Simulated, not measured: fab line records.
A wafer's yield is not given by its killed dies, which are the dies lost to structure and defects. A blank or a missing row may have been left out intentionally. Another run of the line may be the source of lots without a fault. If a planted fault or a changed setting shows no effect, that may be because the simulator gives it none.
What tool caused it?	flow nand-harc	11 lots with 33 wafers sampled at 6 steps, on a route of 1159 steps

## WHAT THE GAUGES READ, wafer by wafer
NHARC_A_CONTACT_INSPECT_71.
lot	measured	on	raw-defect-count
L892	day 16 21:51	defect-inspect-01	20 31 19
L894	day 17 02:25	defect-inspect-01	29 21 21
L893	day 17 00:41	defect-inspect-01	22 19 30
L895	day 18 03:37	defect-inspect-01	29 22 36
L896	day 18 07:29	defect-inspect-01	10 10 11
L897	day 18 15:51	defect-inspect-02	30 24 23
L901	day 19 14:32	defect-inspect-01	418 428 416
L902	day 20 00:44	defect-inspect-01	44 40 46
L903	day 20 03:41	defect-inspect-01	420 402 408
L909	day 21 10:49	defect-inspect-02	30 47 33
L914	day 22 18:04	defect-inspect-02	34 49 35

NHARC_END_SORT_01.
lot	measured	on	killed-at-array	killed-at-other	killed-at-periphery	killed-dies	killed-open	killed-short
L901	day 22 02:29	prober-01	78 50 57	2 0 0	8 5 6	88 55 63	2 1 4	3 1 0
L903	day 22 17:56	prober-02	63 69 77	0 0 0	1 1 2	64 70 79	6 4 4	4 5 2

## TOOL THAT RAN EACH LOT (tool first, then ch and the chambers of the sampled wafers, then the start)
lot	NHARC_A_CONTACT_ETCH_121	NHARC_A_CONTACT_ETCH_102	NHARC_A_CONTACT_DEP_58	NHARC_A_CONTACT_DESCUM_74
L892	har-cap-etch-01 ch 0,1, day 16 14:10	rie-diel-01 ch 1,3, day 16 16:01	pecvd-02 ch 0,2, day 16 20:58	rie-diel-11 ch 1,2,3, day 16 21:55
L894	har-cap-etch-02 ch 0,1, day 16 18:40	rie-diel-09 ch 1,2,3, day 16 21:24	pecvd-01 ch 0,1, day 17 01:44	rie-diel-11 ch 1,2,3, day 17 02:29
L893	har-cap-etch-03 ch 0,1, day 16 19:17	rie-diel-01 ch 1,2, day 16 20:53	pecvd-02 ch 0,1,2, day 17 00:01	rie-diel-01 ch 0,1, day 17 00:46
L895	har-cap-etch-01 ch 0,1, day 17 20:54	rie-diel-11 ch 0,1,3, day 17 22:19	pecvd-02 ch 0,1,2, day 18 02:51	rie-diel-01 ch 0,2,3, day 18 03:42
L896	har-cap-etch-02 ch 0,1, day 18 01:17	rie-diel-11 ch 0,2,3, day 18 02:45	pecvd-01 ch 0,1, day 18 06:44	rie-diel-11 ch 0,1, day 18 07:34
L897	har-cap-etch-01 ch 0,1, day 18 08:15	rie-diel-11 ch 0,1,2, day 18 09:32	pecvd-02 ch 1,2, day 18 14:58	rie-diel-01 ch 1,2,3, day 18 15:55
L901	har-cap-etch-02 ch 0,1, day 19 09:42	rie-diel-01 ch 0,2,3, day 19 11:19	pecvd-02 ch 1,2, day 19 13:42	rie-diel-11 ch 0,2,3, day 19 14:37
L902	har-cap-etch-01 ch 0,1, day 19 19:07	rie-diel-01 ch 0,2, day 19 20:29	pecvd-01 ch 0,1,2, day 19 23:55	rie-diel-11 ch 0,3, day 20 00:48
L903	har-cap-etch-01 ch 0,1, day 19 23:11	rie-diel-11 ch 1,2,3, day 20 00:28	pecvd-02 ch 1,2, day 20 02:52	rie-diel-01 ch 0,1, day 20 03:45
L909	har-cap-etch-01 ch 0,1, day 21 04:17	rie-diel-11 ch 0,1,3, day 21 05:44	pecvd-01 ch 0,2, day 21 10:00	rie-diel-01 ch 0,1,3, day 21 10:52
L914	har-cap-etch-02 ch 0,1, day 22 13:39	rie-diel-01 ch 1,2,3, day 22 14:55	pecvd-01 ch 1,2, day 22 17:21	rie-diel-11 ch 1,2,3, day 22 18:08
- NHARC_A_CONTACT_ETCH_121: etches the open film in C4F8/O2/Ar, time 94 s, target depth 922 nm.
- NHARC_A_CONTACT_ETCH_102: etches the open film in CF4/O2, target depth 70 nm, overetch 7 nm, time 38.5 s.
- NHARC_A_CONTACT_DEP_58: deposits SiON, target thk 60 nm.
- NHARC_A_CONTACT_DESCUM_74: chemistry O2, time 3 s.

## AS READ BY THE TOOLS THEMSELVES (means over the sampled wafers that have a number; for cases with no such wafer, the mark the record gives instead)
NHARC_A_CONTACT_ETCH_102.
lot	tool	drypump-motor-current-A (A)	oes-product-au (a.u.)	rf-vpp-V (V)	showerhead-plenum-p-Torr (Torr)	throttle-valve-pct (%)
L892	rie-diel-01	5.2	0.995	198.8	1.40	13.402
L894	rie-diel-09	5.7	0.991	198.1	1.32	13.403
L893	rie-diel-01	5.6	1.002	199.1	1.41	13.397
L895	rie-diel-11	5.4	1.004	196.7	1.30	13.396
L896	rie-diel-11	5.7	1.001	196.9	1.31	13.397
L897	rie-diel-11	5.5	1.009	197.8	1.34	13.401
L901	rie-diel-01	5.4	0.996	198.1	1.35	13.398
L902	rie-diel-01	5.6	0.998	198.1	1.34	13.405
L903	rie-diel-11	5.5	1.013	198.0	1.36	13.402
L909	rie-diel-11	5.5	1.008	197.8	1.30	13.389
L914	rie-diel-01	5.4	1.003	198.8	1.38	13.396

NHARC_A_CONTACT_DEP_58.
lot	tool	heater-power-w (W)
L892	pecvd-02	658
L894	pecvd-01	705
L893	pecvd-02	706
L895	pecvd-02	689
L896	pecvd-01	786
L897	pecvd-02	759
L901	pecvd-02	736
L902	pecvd-01	694
L903	pecvd-02	775
L909	pecvd-01	677
L914	pecvd-01	700

NHARC_A_CONTACT_DESCUM_74.
lot	tool	drypump-motor-current-A (A)	oes-product-au (a.u.)	rf-vpp-V (V)	showerhead-plenum-p-Torr (Torr)	throttle-valve-pct (%)
L892	rie-diel-11	5.51	1.006	58.4	1.95	11.314
L894	rie-diel-11	5.52	1.015	57.8	1.95	11.308
L893	rie-diel-01	5.58	0.997	57.7	2.00	11.307
L895	rie-diel-01	5.41	0.993	58.3	1.94	11.309
L896	rie-diel-11	5.25	1.017	57.6	1.90	11.315
L897	rie-diel-01	5.42	0.997	58.4	1.99	11.313
L901	rie-diel-11	5.71	1.014	57.5	1.88	11.316
L902	rie-diel-11	5.63	1.014	57.6	1.79	11.313
L903	rie-diel-01	5.55	1.000	57.1	1.94	11.311
L909	rie-diel-01	5.38	0.998	57.7	1.96	11.304
L914	rie-diel-11	5.51	1.008	57.2	1.94	11.310

## THE ANSWER, worked out from the rows above alone
Rule: usual is defined by the lots themselves. Put in order of their means at a reading, lots are off if they are a third of the lots or fewer, leave a main group of 4 or more, and stand apart from it by a gap of 3 or more times the standard deviation of the main group's means; of several such gaps the widest counts. Not used: any main group whose means are identical at the precision the tables above print for the reading. Also off: a lot with no number at a reading for which 4 or more lots have one. Where the step has rows for the other lots, those lots are counted as sound. First the gauges in route order, then the tools' own readings, where a lot's mean is used as printed above. At the first step where some lot is off, the reading lying furthest off is the one used; lots without a number count as furthest.
Off: L901, L903, at NHARC_A_CONTACT_INSPECT_71 (raw-defect-count). For the main group the mean is 28 and the standard deviation 9.5.
If a tool, at a process step before that reading, ran all the lots that are off and no sound lot after the first of them, it fits. Those tools and the gauges at NHARC_A_CONTACT_INSPECT_71 are tried in the same way. One fits: NHARC_A_CONTACT_DEP_58 on pecvd-02. A fault onset in the window from L897 (day 18 14:58, its last sound lot) to L901 (day 19 13:42, its first lot off) fits.

## WHAT HAD BEEN PUT IN BY THE SIMULATOR
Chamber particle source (pecvd-02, NHARC_A_CONTACT_DEP_58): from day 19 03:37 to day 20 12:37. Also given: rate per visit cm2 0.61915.
Struck lots among those shown: L901, L903. This agrees with what the rule above found.
